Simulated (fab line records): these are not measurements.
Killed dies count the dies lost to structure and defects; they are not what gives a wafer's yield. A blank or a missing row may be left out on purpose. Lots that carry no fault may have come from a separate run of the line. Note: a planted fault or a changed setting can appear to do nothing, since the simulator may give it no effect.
Split-lot experiment / flow n5Finfet / 39 wafers read from 7 lots, route of 1938 steps

## SPLIT DETAILS
At N5_DUMMY_GATE_ETCH_32 (etches SiO2 in CF4, target depth 3.5 nm, time 3.9 s), the setting timeS was moved away from the recipe's 3.9 s on 12 of the 39 wafers read, by -10.3% to +16.2%. For the rest of the wafers, this setting stayed at what the recipe calls for.

Reading taken at the split's own step.

## THE READING
etch.depthNm (the simulator's own value, which no gauge read), in nm, at N5_DUMMY_GATE_ETCH_32 (etches SiO2 in CF4, target depth 3.5 nm, time 3.9 s). There is no usual value for it anywhere in the file. The 27 wafers here that ran the recipe average 3.498 nm, standard deviation 0.063 nm.

wafer=L077.1; tool, chamber at the split=rieSi-01, 3; timeS as run, s=4.294; against the recipe=+10.1%; etch.depthNm, nm=3.903; against lot-mates on the recipe=+0.446
wafer=L077.2; tool, chamber at the split=rieSi-01, 0; timeS as run, s=3.9; against the recipe=recipe; etch.depthNm, nm=3.497; against lot-mates on the recipe=-
wafer=L077.3; tool, chamber at the split=rieSi-01, 1; timeS as run, s=3.9; against the recipe=recipe; etch.depthNm, nm=3.38; against lot-mates on the recipe=-
wafer=L077.4; tool, chamber at the split=rieSi-01, 2; timeS as run, s=4.294; against the recipe=+10.1%; etch.depthNm, nm=3.878; against lot-mates on the recipe=+0.421
wafer=L077.5; tool, chamber at the split=rieSi-01, 1; timeS as run, s=4.294; against the recipe=+10.1%; etch.depthNm, nm=3.713; against lot-mates on the recipe=+0.256
wafer=L077.6; tool, chamber at the split=rieSi-01, 0; timeS as run, s=3.9; against the recipe=recipe; etch.depthNm, nm=3.495; against lot-mates on the recipe=-
wafer=L079.1; tool, chamber at the split=rieSi-04, 0; timeS as run, s=3.497; against the recipe=-10.3%; etch.depthNm, nm=3.171; against lot-mates on the recipe=-0.401
wafer=L079.2; tool, chamber at the split=rieSi-04, 3; timeS as run, s=3.497; against the recipe=-10.3%; etch.depthNm, nm=3.093; against lot-mates on the recipe=-0.479
wafer=L079.3; tool, chamber at the split=rieSi-04, 1; timeS as run, s=3.9; against the recipe=recipe; etch.depthNm, nm=3.574; against lot-mates on the recipe=-
wafer=L079.4; tool, chamber at the split=rieSi-04, 2; timeS as run, s=3.9; against the recipe=recipe; etch.depthNm, nm=3.576; against lot-mates on the recipe=-
wafer=L079.5; tool, chamber at the split=rieSi-04, 1; timeS as run, s=3.9; against the recipe=recipe; etch.depthNm, nm=3.565; against lot-mates on the recipe=-
wafer=L079.6; tool, chamber at the split=rieSi-04, 0; timeS as run, s=3.497; against the recipe=-10.3%; etch.depthNm, nm=3.174; against lot-mates on the recipe=-0.398
wafer=L080.1; tool, chamber at the split=rieSi-04, 3; timeS as run, s=3.9; against the recipe=recipe; etch.depthNm, nm=3.409; against lot-mates on the recipe=-
wafer=L080.2; tool, chamber at the split=rieSi-04, 2; timeS as run, s=3.9; against the recipe=recipe; etch.depthNm, nm=3.548; against lot-mates on the recipe=-
wafer=L080.3; tool, chamber at the split=rieSi-04, 1; timeS as run, s=3.9; against the recipe=recipe; etch.depthNm, nm=3.54; against lot-mates on the recipe=-
wafer=L080.4; tool, chamber at the split=rieSi-04, 0; timeS as run, s=3.9; against the recipe=recipe; etch.depthNm, nm=3.475; against lot-mates on the recipe=-
wafer=L080.5; tool, chamber at the split=rieSi-04, 1; timeS as run, s=3.9; against the recipe=recipe; etch.depthNm, nm=3.542; against lot-mates on the recipe=-
wafer=L080.6; tool, chamber at the split=rieSi-04, 2; timeS as run, s=3.9; against the recipe=recipe; etch.depthNm, nm=3.532; against lot-mates on the recipe=-
wafer=L084.2; tool, chamber at the split=rieSi-03, 0; timeS as run, s=3.9; against the recipe=recipe; etch.depthNm, nm=3.477; against lot-mates on the recipe=-
wafer=L084.4; tool, chamber at the split=rieSi-03, 1; timeS as run, s=3.9; against the recipe=recipe; etch.depthNm, nm=3.421; against lot-mates on the recipe=-
wafer=L084.6; tool, chamber at the split=rieSi-03, 3; timeS as run, s=3.9; against the recipe=recipe; etch.depthNm, nm=3.409; against lot-mates on the recipe=-
wafer=L085.1; tool, chamber at the split=rieSi-01, 0; timeS as run, s=4.531; against the recipe=+16.2%; etch.depthNm, nm=4.012; against lot-mates on the recipe=+0.444
wafer=L085.2; tool, chamber at the split=rieSi-01, 3; timeS as run, s=3.9; against the recipe=recipe; etch.depthNm, nm=3.548; against lot-mates on the recipe=-
wafer=L085.3; tool, chamber at the split=rieSi-01, 1; timeS as run, s=4.531; against the recipe=+16.2%; etch.depthNm, nm=3.946; against lot-mates on the recipe=+0.378
wafer=L085.4; tool, chamber at the split=rieSi-01, 2; timeS as run, s=3.9; against the recipe=recipe; etch.depthNm, nm=3.571; against lot-mates on the recipe=-
wafer=L085.5; tool, chamber at the split=rieSi-01, 3; timeS as run, s=4.531; against the recipe=+16.2%; etch.depthNm, nm=4.14; against lot-mates on the recipe=+0.572
wafer=L085.6; tool, chamber at the split=rieSi-01, 2; timeS as run, s=3.9; against the recipe=recipe; etch.depthNm, nm=3.585; against lot-mates on the recipe=-
wafer=L090.1; tool, chamber at the split=rieSi-04, 3; timeS as run, s=3.9; against the recipe=recipe; etch.depthNm, nm=3.421; against lot-mates on the recipe=-
wafer=L090.2; tool, chamber at the split=rieSi-04, 2; timeS as run, s=3.9; against the recipe=recipe; etch.depthNm, nm=3.516; against lot-mates on the recipe=-
wafer=L090.3; tool, chamber at the split=rieSi-04, 1; timeS as run, s=3.9; against the recipe=recipe; etch.depthNm, nm=3.556; against lot-mates on the recipe=-
wafer=L090.4; tool, chamber at the split=rieSi-04, 0; timeS as run, s=3.9; against the recipe=recipe; etch.depthNm, nm=3.533; against lot-mates on the recipe=-
wafer=L090.5; tool, chamber at the split=rieSi-04, 2; timeS as run, s=3.9; against the recipe=recipe; etch.depthNm, nm=3.549; against lot-mates on the recipe=-
wafer=L090.6; tool, chamber at the split=rieSi-04, 3; timeS as run, s=3.9; against the recipe=recipe; etch.depthNm, nm=3.424; against lot-mates on the recipe=-
wafer=L094.1; tool, chamber at the split=rieSi-03, 1; timeS as run, s=3.9; against the recipe=recipe; etch.depthNm, nm=3.462; against lot-mates on the recipe=-
wafer=L094.2; tool, chamber at the split=rieSi-03, 3; timeS as run, s=3.9; against the recipe=recipe; etch.depthNm, nm=3.401; against lot-mates on the recipe=-
wafer=L094.3; tool, chamber at the split=rieSi-03, 0; timeS as run, s=3.524; against the recipe=-9.6%; etch.depthNm, nm=3.086; against lot-mates on the recipe=-0.349
wafer=L094.4; tool, chamber at the split=rieSi-03, 1; timeS as run, s=3.524; against the recipe=-9.6%; etch.depthNm, nm=3.092; against lot-mates on the recipe=-0.343
wafer=L094.5; tool, chamber at the split=rieSi-03, 0; timeS as run, s=3.9; against the recipe=recipe; etch.depthNm, nm=3.441; against lot-mates on the recipe=-
wafer=L094.6; tool, chamber at the split=rieSi-03, 3; timeS as run, s=3.524; against the recipe=-9.6%; etch.depthNm, nm=3.068; against lot-mates on the recipe=-0.367

FIT RESULTS
A straight line over all 39 wafers: etch.depthNm changes by +0.035 nm for each +1% of timeS; r = +0.96; the points scatter about the line by 0.069 nm.
The same after taking each lot's own level away (the mean of its wafers on the recipe; 39 wafers): +0.034 nm for each +1%; r = +0.97; scatter 0.06 nm.
That fit puts the effect of the largest move of timeS on the reading at 0.55 nm.
The span of the lots' own levels, 3.4347 to 3.5717 nm, comes to 2.2 times the standard deviation stated above.
The two slopes agree, so the slope changes little with the lot-to-lot level.
Check: for one of the wafers moved furthest among these (+16.2%), held out of the fit, the line's prediction against its lot-mates is +0.558 nm. It came out at +0.444 nm against them.

## THE OTHER SPLITS THESE WAFERS WENT THROUGH
Other splits were also applied to these wafers ahead of the reading. Each is held against what the fit with the lots' levels taken away leaves over:
other split on the same wafers=N5_WELL_APT_EPI_41 targetThkA; wafers away from the commonest value=9; r with etch.depthNm (lot level and that fit taken away)=+0.00

## THE FILE'S OWN FIT
etch.depthNm changes by +0.0339 nm for each +1% of timeS, r = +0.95.
